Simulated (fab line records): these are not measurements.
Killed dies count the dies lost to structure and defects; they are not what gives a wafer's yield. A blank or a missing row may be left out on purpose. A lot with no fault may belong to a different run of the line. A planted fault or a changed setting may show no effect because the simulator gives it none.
Code-filled problem report in 8D (eight disciplines) form    flow n5-finfet    the parts of the form that need people (team, actions taken, sign-off) are left out

1. THE ISSUE
run-length-s at N5_BEOL_M5_COAT_60 reads a mean of 59.27 s on 3 wafers of 3 lots; wafers without a fault read 66.08 s with a standard deviation of 0.11. Relative to the usual mean, that is a shift of -62 standard deviations.
The step: time 60 s, resist thk 12 nm.
First seen on wafer L881.4, day 11 06:34, on litho-track-02. Wafers with a number at this step in the record: 34, from 12 lots. By rule, "out" or "out of limits" means more than 4 standard deviations away from the usual mean. Any other wafer with a number is counted as sound.

2. WHAT IT IS, AND WHAT IT ISN'T
question                     is                                  is not
which readings at this step  run-length-s, heater-power-total-W  dispense-pressure-kPa
which lots                   L881, L882, L883                    L870, L871, L873, L874, L876, L885, L887, L891, L892
which wafers of those lots   L881.4, L882.4, L883.2              L881.3, L882.1, L882.5, L883.5, L883.6
read on which tools          litho-track-02                      litho-track-01, litho-track-05
when                         from day 11 06:34                   up to then (16 sound wafers); but 15 sound wafers of L882, L883, L885, L887, L891, L892 came after

3. WHAT RULES OUT EACH SUSPECT
Counting: any tool at a process step up to the reading remains a suspect provided it ran every lot that is out. Sound lots after the first of them don't rule it out here, since some wafers of a struck lot are sound.
- litho-track-02 at N5_BEOL_M5_COAT_60 (time 60 s, resist thk 12 nm): kept. It processed each lot that is out (first: L881, day 11 06:34); up to then, its last sound lot is L873 (day 8 16:39). On those wafers its own readings are out: heater-power-total-W, run-length-s.
Remaining after the count: litho-track-02 at N5_BEOL_M5_COAT_60.

4. THE CAUSE (what the simulator had put in)
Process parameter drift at N5_BEOL_M5_COAT_60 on litho-track-02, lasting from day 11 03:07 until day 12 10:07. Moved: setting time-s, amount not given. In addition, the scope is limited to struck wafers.
After counting, this tool was the only one left.

5. SEQUENCE OF EFFECTS, ordered by route
Each row: a reading whose mean over the struck wafers that have a number lies more than 3 standard deviations from the usual. Only readings whose record carries a usual standard deviation are examined. hours: median over the lots of the time between each lot's start at the first step of this table that gives one and its start at this step. sigmas: the change, counted in usual standard deviations.
hours  step                reading               usual    on struck wafers  change  sigmas
0      N5_BEOL_M5_COAT_60  heater-power-total-W  427.6 W  458.0             +30.4   +14
0      N5_BEOL_M5_COAT_60  run-length-s          66.08 s  59.27             -6.81   -62
Process steps it contains:
- N5_BEOL_M5_COAT_60: time 60 s, resist thk 12 nm.

6. HOW IT WOULD HAVE BEEN CAUGHT EARLIER
In this record no reading fell out of limits until day 11 06:34, 3 hours after the fault had begun at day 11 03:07.
